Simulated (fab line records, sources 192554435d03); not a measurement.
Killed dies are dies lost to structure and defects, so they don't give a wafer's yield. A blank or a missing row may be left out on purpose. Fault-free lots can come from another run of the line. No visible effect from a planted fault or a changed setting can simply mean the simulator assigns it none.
3 desks, one fault + flow n5 finfet + what lay behind the numbers comes last; until then each desk has only its own

## THE DEFECT DESK
What the inspections along the route counted, lot by lot: means of the sampled wafers that have a number. A lot is out of limits, marked OUT, if its mean lies more than 4 standard deviations from the usual mean; the brackets give that distance.
Columns: A = raw defect count at N5_BEOL_M1_INSPECT_30, usual 410
| lot  | first seen here | A   |
|------|-----------------|-----|
| L931 | day 6 05:32     | 458 |
| L937 | day 7 13:08     | 387 |
| L947 | day 10 03:49    | 357 |
| L950 | day 10 20:30    | 478 |
| L952 | day 11 22:26    | 401 |
| L954 | day 11 23:02    | 539 |
This desk found nothing out of limits on any of the 6 lots.

## METROLOGY DESK
Lot by lot, what the gauges showed, no matter which tool ran the lot: averages of those sampled wafers that carry a number. A lot is out of limits, marked OUT, if its mean lies more than 4 standard deviations from the usual mean; the brackets give that distance. Readings shown: 7 of its 12, picked as those furthest out on some lot.
Columns: A = V0_OVL at N5_BEOL_M1_OVL_MEAS_29, usual 0.0 nm; B = DIBL_N at N5_BEOL_M4_RC_MEAS_101, usual 36.6 mV/V; C = DIBL_P at N5_BEOL_M4_RC_MEAS_101, usual 36.7 mV/V; D = IOFF_P at N5_BEOL_M4_RC_MEAS_101, usual 0.22 nA/um; E = ION_P at N5_BEOL_M4_RC_MEAS_101, usual 463 uA/um; F = SS_P at N5_BEOL_M4_RC_MEAS_101, usual 73.3 mV/dec; G = VT_P at N5_BEOL_M4_RC_MEAS_101, usual -249 mV
| lot  | first seen here | A    | B    | C    | D    | E   | F    | G    |
|------|-----------------|------|------|------|------|-----|------|------|
| L931 | day 6 05:28     | 0.6  | 37.5 | 37.6 | 0.24 | 465 | 73.4 | -247 |
| L937 | day 7 13:02     | 0.8  | 35.0 | 35.8 | 0.22 | 460 | 72.9 | -251 |
| L947 | day 10 03:44    | 0.4  | 36.7 | 37.5 | 0.22 | 468 | 72.9 | -250 |
| L950 | day 10 20:25    | 0.0  | 36.6 | 37.6 | 0.26 | 470 | 73.5 | -246 |
| L952 | day 11 22:20    | -0.2 | 37.5 | 36.8 | 0.27 | 474 | 73.6 | -244 |
| L954 | day 11 22:58    | -0.3 | 35.4 | 34.8 | 0.23 | 468 | 72.7 | -245 |
This desk found nothing out of limits on any of the 6 lots.

## THE TOOL OWNER'S DESK: rie diel-01
The tool's own readings at N5_BEOL_M1_DESCUM_33 (chemistry O2, time 7 s): means of the sampled wafers that have a number, for each lot that ran on this tool. A lot is out of limits, marked OUT, if its mean lies more than 4 standard deviations from the usual mean; the brackets give that distance.
Columns: A = drypump motor current A at N5_BEOL_M1_DESCUM_33, usual 5.54 A; B = oes product au at N5_BEOL_M1_DESCUM_33, usual 0.78 a.u.; C = rf vpp V at N5_BEOL_M1_DESCUM_33, usual 243.3 V; D = showerhead plenum p Torr at N5_BEOL_M1_DESCUM_33, usual 2.11 Torr; E = throttle valve pct at N5_BEOL_M1_DESCUM_33, usual 20.43 %
| lot  | first seen here | A    | B    | C     | D    | E     |
|------|-----------------|------|------|-------|------|-------|
| L931 | day 6 05:37     | 5.35 | 0.82 | 243.4 | 2.15 | 20.72 |
| L947 | day 10 03:51    | 5.45 | 0.83 | 244.2 | 2.14 | 20.54 |
| L950 | day 10 20:32    | 5.27 | 0.88 | 243.3 | 2.13 | 20.48 |
This desk found nothing out of limits on any of the 3 lots.

## ALL TOGETHER
The defect desk saw nothing out of limits.
The metrology desk saw nothing out of limits.
The tool owner's desk saw nothing out of limits.

## WHAT WAS PUT IN BY THE SIMULATOR
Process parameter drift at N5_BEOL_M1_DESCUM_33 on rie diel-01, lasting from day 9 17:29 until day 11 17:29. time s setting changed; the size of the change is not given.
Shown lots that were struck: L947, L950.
